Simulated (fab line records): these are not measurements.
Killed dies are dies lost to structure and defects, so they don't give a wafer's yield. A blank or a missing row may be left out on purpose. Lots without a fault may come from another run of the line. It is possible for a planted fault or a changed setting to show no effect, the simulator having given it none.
A struck lot beside a sound one :: flow n5-finfet :: 42 steps out of a route of 1938
Sound: these wafers, L276.1, L276.5, L276.6. The struck wafers were L271.4, L271.5, L271.6. The cause comes at the end.
At each step with rows: each side's tool, then ch and its chambers, then its first start. Under that, the readings that differ: sound wafers :: struck wafers :: difference of the means :: sigmas: that difference in standard deviations of wafers without a fault.
alike: same words and numbers on both sides, and readings whose means sit less than 2 such deviations apart. not compared: any withheld reading, any reading some wafer has no value for, any bound like >300 that may hide the same value, and any number with overlapping values for which the record gives no deviation.
The two part at a step that has a row with sigmas, a row that says differs or no value, or rows on one side only. When numbers do not overlap yet have no deviation, they are printed without sigmas and do not part them. A reading missing from all wafers of one side parts the sides only when that side holds two or more wafers.

first, 12 steps without rows for these wafers: N5_BEOL_M3_ETCH_77 (etches underlayer in N2/H2, target depth 6.5 nm, time 5.2 s); N5_BEOL_M3_ETCH_69 (etches SiARC in CF4, target depth 15.6 nm, time 26 s); N5_BEOL_M3_ALD_98 (deposits SiO2, target thk 2.5 nm, pulse time 1 s, co reactant pulse time 1 s); N5_BEOL_M3_ETCHBACK_99 (etches SiO2 in CHF3, target depth 5 nm, time 10.4 s); N5_BEOL_M3_ETCH_70 (etches SOC in N2/H2, target depth 80 nm, overetch 16 nm, time 120 s); N5_BEOL_M3_STRIP_71 (strips in N2/H2); N5_BEOL_M3_STRIP_78 (strips in N2/H2); N5_BEOL_M3_VIA_ETCH_34 (etches the open film in C4F6/O2, target depth 69.4 nm, time 65.9 s); N5_BEOL_M3_STRIP_83 (strips in C4F6/O2); N5_BEOL_M3_STRIP_36 (strips in N2/H2); N5_BEOL_M3_TRENCH_ETCH_37 (etches SiOC in C4F6/O2, target depth 55.555 nm, time 29.2 s); N5_BEOL_M3_ETCH_41 (etches SiCN in CH3F/O2, target depth 29.9 nm, time 52.5 s).
N5_BEOL_M3_STRIP_97: strips in N2/H2, time 10 s.
  sound on rie-diel-04 ch 1,2, day 12 13:55; struck on rie-diel-03 ch 0,2,3, day 10 21:41
  no value came back on the struck wafers for any of 8 readings (bias-power-w (W), chamber-pressure-mTorr (mTorr) and others); on the sound wafers bias-power-w (W) reads 7.000 6.969 6.991
  not compared: rf-hours-counter-h
then, 27 steps without rows for these wafers: N5_BEOL_M3_HM_STRIP_39 (strips TiN in peroxide tin strip, target depth 25 nm, time 158 s); N5_BEOL_M3_SRD_40 (time 30 s); N5_BEOL_M3_PRECLEAN_42 (cleans in residue remover, time 60 s); N5_BEOL_M3_SRD_43 (time 30 s); N5_BEOL_M3_DEGAS_44 (time 60 s); N5_BEOL_M3_PRE_CLEAN_45 (time 30 s); N5_BEOL_M3_ALD_84 (deposits TaN, pulse time 2 s, purge time 3 s, co reactant purge time 2 s); N5_BEOL_M3_SURFACE_TREAT_85; N5_BEOL_M3_CVD_47 (deposits Co from CCTBA/H2, target thk 3 nm, time 223.8 s); N5_BEOL_M3_SPUTTER_48 (material Cu, target thk 4.5 nm, time 8.29 s); N5_BEOL_M3_ANNEAL_49 (time 240 s); N5_BEOL_M3_SPUTTER_79 (material Cu, target thk 4.5 nm, time 8.29 s); N5_BEOL_M3_ANNEAL_80 (time 240 s); N5_BEOL_M3_SPUTTER_81 (material Cu, target thk 4.5 nm, time 8.29 s); N5_BEOL_M3_ANNEAL_82 (time 240 s); N5_BEOL_M3_SPUTTER_86 (material Cu, target thk 4.5 nm, time 8.29 s); N5_BEOL_M3_ANNEAL_87 (time 240 s); N5_BEOL_M3_SPUTTER_88 (material Cu, target thk 4.5 nm, time 8.29 s); N5_BEOL_M3_ANNEAL_89 (time 240 s); N5_BEOL_M3_SPUTTER_90 (material Cu, target thk 4.5 nm, time 8.29 s); N5_BEOL_M3_ANNEAL_91 (time 240 s); N5_BEOL_M3_SPUTTER_92 (material Cu, target thk 4.5 nm, time 8.29 s); N5_BEOL_M3_ANNEAL_93 (time 240 s); N5_BEOL_M3_SPUTTER_94 (material Cu, target thk 4.5 nm, time 8.29 s); N5_BEOL_M3_ANNEAL_95 (time 240 s); N5_BEOL_M3_SPUTTER_96 (material Cu, target thk 4.5 nm, time 8.29 s); N5_BEOL_M3_ECD_50 (material Cu, target thk 300 nm).
N5_BEOL_M4_RC_MEAS_101:
  sound on prober-02 ch 0, day 13 02:37; struck on prober-02 ch 0, day 11 19:02
  alike: DIBL_N, DIBL_P, IOFF_N, IOFF_P, ION_N, ION_P, SS_N, SS_P, VT_N, VT_P
-- here the record skips 4 days between the struck wafers' starts before and after, leaving off in module BEOL_M4 and picking up in module PASSIVATION (first step shown: number 1936 of the route) --
N5_PASSIVATION_PROBE_49:
  sound: prober-01 at day 17 18:22; struck: prober-01 at day 16 05:46
reading: defect-limited-yield (%)
sound: 91.9 90.3 90.2
struck: 84.1 82.5 84.3
difference: -7.2
sigmas: -5

reading: killed_at_M0_to_M3
sound: 36 57 41
struck: 118 138 113
difference: +78
sigmas: +8

reading: killed_at_M4_up
sound: 8 3 11
struck: 21 19 17
difference: +12
sigmas: +2

reading: killed-dies
sound: 95 114 116
struck: 188 206 185
difference: +85
sigmas: +5

reading: killed-on-rim
sound: 10 13 13
struck: 21 26 28
difference: +13
sigmas: +3

reading: killed-open
sound: 55 82 87
struck: 139 137 135
difference: +62
sigmas: +5

reading: killed-short
sound: 38 31 26
struck: 43 66 45
difference: +20
sigmas: +3

reading: sort_bin_5_function (%)
sound: 4.4 5.5 4.9
struck: 9.2 10.3 8.5
difference: +4.4
sigmas: +5

reading: sort_bin_6_memory (%)
sound: 3.3 3.8 4.7
struck: 5.5 6.7 6.7
difference: +2.4
sigmas: +3

reading: sort-n-pass
sound: 1085 1066 1064
struck: 992 974 995
difference: -85
sigmas: -5

reading: sort-yield-pct (%)
sound: 91.9 90.3 90.2
struck: 84.1 82.5 84.3
difference: -7.2
sigmas: -5
  alike: killed-at-contacts, killed-at-front-end, killed-at-other, sort_bin_4_leakage, sort_bin_8_speed

## WHERE THEY PART
Earliest at N5_BEOL_M3_STRIP_97; latest, in this record, at N5_PASSIVATION_PROBE_49.

WHY: what the simulator had put in
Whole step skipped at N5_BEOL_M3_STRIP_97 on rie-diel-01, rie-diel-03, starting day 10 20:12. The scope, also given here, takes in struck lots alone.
